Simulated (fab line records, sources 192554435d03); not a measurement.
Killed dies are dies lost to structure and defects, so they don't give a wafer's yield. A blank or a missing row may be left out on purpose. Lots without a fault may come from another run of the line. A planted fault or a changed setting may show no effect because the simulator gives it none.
Chamber matching | flow n5_finfet | N5_BEOL_M9_CURE_71 on uv_cure-02: 3 sister chambers
The step cures SiCOH lowk, time 240 s. 14 wafers are shown with their chamber, then 7 later ones without.

WAFERS WITH THEIR CHAMBER
wafer  | chamber | wafer_temp_C_max | lamp_power_pct (%)
L074.2 | 0       | 386.3            | 52.28
L074.3 | 0       | 386.1            | 52.24
L074.4 | 0       | 386.9            | 52.35
L076.2 | 2       | 386.4            | 52.34
L076.3 | 2       | 386.7            | 52.29
L076.5 | 2       | 386.2            | 52.31
L078.1 | 2       | 386.5            | 52.36
L078.3 | 2       | 386.6            | 52.34
L078.4 | 2       | 386.4            | 52.40
L079.2 | 2       | 386.7            | 52.26
L079.5 | 2       | 385.9            | 52.25
L079.6 | 2       | 386.2            | 52.36
L081.3 | 1       | 387.5            | 52.31
L081.5 | 1       | 387.7            | 52.36

SIGNATURES (means of the wafers above)
reading          | chamber 0 | chamber 1 | chamber 2 | scatter within a chamber
wafer_temp_C_max | 386.433   | 387.600   | 386.400   | 0.29
lamp_power_pct   | 52.2900   | 52.3350   | 52.3233   | 0.0498
Rule: a wafer's distance from a chamber is the root of the sum, over the readings, of the square of ((its reading less the chamber's mean) divided by the reading's scatter). The wafer belongs to the nearest chamber; if the next one is less than 2 further off, it can't be placed. The scatter: the root of (the sum of the squares of (reading less its chamber's mean) over the shown wafers, divided by (wafers less chambers)).

WAFERS WITHOUT THEIR CHAMBER
wafer  | wafer_temp_C_max | lamp_power_pct (%)
L081.6 | 388.0            | 52.36
L088.2 | 386.8            | 52.39
L088.3 | 386.1            | 52.29
L088.5 | 386.7            | 52.21
L096.4 | 387.3            | 52.27
L096.5 | 387.0            | 52.34
L096.6 | 388.3            | 52.40

WHICH CHAMBER EACH WENT THROUGH
wafer  | from the rows above          | in truth
L081.6 | 1                            | 1
L088.2 | can't be placed: 2 or 0 or 1 | 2
L088.3 | can't be placed: 0 or 2      | 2
L088.5 | can't be placed: 0 or 2      | 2
L096.4 | can't be placed: 1 or 0 or 2 | 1
L096.5 | can't be placed: 1 or 2 or 0 | 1
L096.6 | 1                            | 1
Placed correctly: 2 of 7. Can't be placed from these rows: 5 (the true chamber is among the candidates in 5). Placed wrongly: 0.
